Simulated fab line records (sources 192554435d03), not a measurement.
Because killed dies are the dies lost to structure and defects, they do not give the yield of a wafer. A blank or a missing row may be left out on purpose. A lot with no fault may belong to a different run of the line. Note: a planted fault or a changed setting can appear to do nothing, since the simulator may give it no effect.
Matching of chambers	flow n5_finfet	rie_diel-01 running N5_BEOL_M11_VIA_ETCH_34: 3 sister chambers
The step etches SiCOH lowk in C4F6/O2, target depth 184.5 nm, time 69.2 s. 14 wafers are shown with their chamber, then 5 later ones without.

WAFERS, EACH WITH ITS CHAMBER
wafer	chamber	drypump_motor_current_A (A)	throttle_valve_pct (%)	oes_product_au (a.u.)
L075.1	3	5.7	20.69	0.74
L075.4	0	5.1	21.11	0.81
L075.5	3	5.7	20.69	0.75
L084.1	0	5.1	21.12	0.79
L084.2	3	5.7	20.74	0.73
L084.5	3	5.6	20.72	0.73
L085.1	0	5.1	21.13	0.78
L085.2	2	5.7	20.74	0.99
L085.6	0	5.1	21.12	0.78
L083.1	2	5.7	20.74	0.99
L083.3	0	5.1	21.13	0.78
L083.5	0	5.1	21.14	0.78
L089.1	3	5.7	20.72	0.72
L089.2	0	5.1	21.14	0.78

SIGNATURES (averages over the wafers above)
reading	chamber 0	chamber 2	chamber 3	scatter within a chamber
drypump_motor_current_A	5.100	5.700	5.680	0.027
throttle_valve_pct	21.1271	20.7400	20.7120	0.0154
oes_product_au	0.7857	0.9900	0.7340	0.0108
Rule: for each reading, subtract the chamber's mean from the wafer's reading, divide by that reading's scatter and square the result; add these up over the readings and take the root, which gives the wafer's distance from the chamber. If the next closest chamber is less than 2 further off than the closest, the wafer can't be placed; otherwise it belongs to the closest. The scatter: take each reading less its chamber's mean, square it, sum over the shown wafers, divide by the number of wafers less the number of chambers, and take the root.

WAFERS WITH NO CHAMBER GIVEN
wafer	drypump_motor_current_A (A)	throttle_valve_pct (%)	oes_product_au (a.u.)
L089.5	5.7	20.74	0.72
L094.1	5.1	21.14	0.77
L094.2	5.7	20.74	0.72
L096.2	5.7	20.76	0.71
L096.3	5.1	21.15	0.77

WHICH CHAMBER EACH WENT THROUGH
wafer	from the rows above	in truth
L089.5	3	3
L094.1	0	0
L094.2	3	3
L096.2	3	3
L096.3	0	0
Placed correctly: 5 of 5. Not placeable from these rows: 0. Number placed wrongly: 0.
